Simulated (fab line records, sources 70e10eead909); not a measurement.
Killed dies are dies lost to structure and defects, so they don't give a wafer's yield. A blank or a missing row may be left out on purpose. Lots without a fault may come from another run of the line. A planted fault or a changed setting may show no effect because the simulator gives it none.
Which tool did it? | flow nand_harc | 6 lots, 18 wafers sampled, at 4 steps of a route of 1159

WHAT THE GAUGES READ, wafer by wafer
NHARC_A_ONON_D1_THK_MEAS_08: measures by ellipsometry.
lot  | measured     | on            | thk_nm (nm)
L225 | day 7 22:42  | film_metro-01 | 998 1000 999
L231 | day 9 17:40  | film_metro-01 | 1559 1006 1559
L235 | day 10 18:06 | film_metro-02 | 1546 991 1546
L236 | day 11 07:10 | film_metro-02 | 1011 1011 1012
L241 | day 11 22:32 | film_metro-01 | 998 998 997
L246 | day 12 22:34 | film_metro-02 | 991 991 991

WHICH TOOL RAN EACH LOT (tool, then ch and the chambers of the sampled wafers, then the start)
lot  | NHARC_P_BONDPAD_ETCH_37            | NHARC_P_BONDPAD_PVD_27                  | NHARC_A_ONON_D1_DEP_06
L225 | rie_diel-06 ch 2,3, day 6 18:53    | pvd_sputter-03, day 7 07:40 or earlier  | pecvd_onon-03 ch 0, day 7 22:15
L231 | rie_diel-06 ch 0,2, day 8 10:00    | pvd_sputter-03, day 9 00:24 or earlier  | pecvd_onon-03 ch 0, day 9 17:10
L235 | rie_diel-05 ch 0,1,2, day 9 13:44  | pvd_sputter-03, day 10 02:05 or earlier | pecvd_onon-03 ch 0, day 10 17:35
L236 | rie_diel-06 ch 2,3, day 10 00:23   | pvd_sputter-03, day 10 12:44 or earlier | pecvd_onon-01 ch 0, day 11 06:46
L241 | rie_diel-06 ch 0,1,2, day 10 19:03 | pvd_sputter-01, day 11 07:35 or earlier | pecvd_onon-01 ch 0, day 11 22:01
L246 | rie_diel-10 ch 0,1, day 11 19:08   | pvd_sputter-01, day 12 07:12 or earlier | pecvd_onon-01 ch 0, day 12 22:02
- NHARC_P_BONDPAD_ETCH_37: etches the open film in N2/H2, target depth 60 nm, overetch 18 nm, time 65.91 s.
- NHARC_P_BONDPAD_PVD_27: deposits Cu, target thk 30 nm, time 20.49 s.
- NHARC_A_ONON_D1_DEP_06: target thk 1000 nm.

THE ANSWER, worked out from the rows above alone
Rule: what is usual is taken from the lots themselves. Put in order of their means at a reading, lots are off if they are a third of the lots or fewer, leave a main group of 4 or more, and stand apart from it by a gap of 3 or more times the standard deviation of the main group's means; of several such gaps the widest counts. A main group whose means are all the same, to the digits that the tables above print for the reading, isn't used. A lot without any number at a reading at which 4 lots or more have one is off too. The other lots that the step has rows for count as sound.
Off: L231, L235, at NHARC_A_ONON_D1_THK_MEAS_08 (thk_nm). The main group: mean 1000 nm, standard deviation 7.3.
A tool fits if, at a process step before that reading, it ran every lot that is off, and no sound lot after the first of them. The gauges at NHARC_A_ONON_D1_THK_MEAS_08 are tried like those tools. NHARC_P_BONDPAD_PVD_27 gives no start for some lots, so the hours and the order of its lots are those of NHARC_A_SOURCE_PLATE_THK_MEAS_09. One fits: pecvd_onon-03 at NHARC_A_ONON_D1_DEP_06. Its last sound lot is L225 (day 7 22:15), its first lot that is off L231 (day 9 17:10): a fault that began between those two fits.

WHAT THE SIMULATOR HAD PUT IN
Process parameter drift: pecvd_onon-03, from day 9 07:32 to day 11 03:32, at NHARC_A_ONON_D1_DEP_06. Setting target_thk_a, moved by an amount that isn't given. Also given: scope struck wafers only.
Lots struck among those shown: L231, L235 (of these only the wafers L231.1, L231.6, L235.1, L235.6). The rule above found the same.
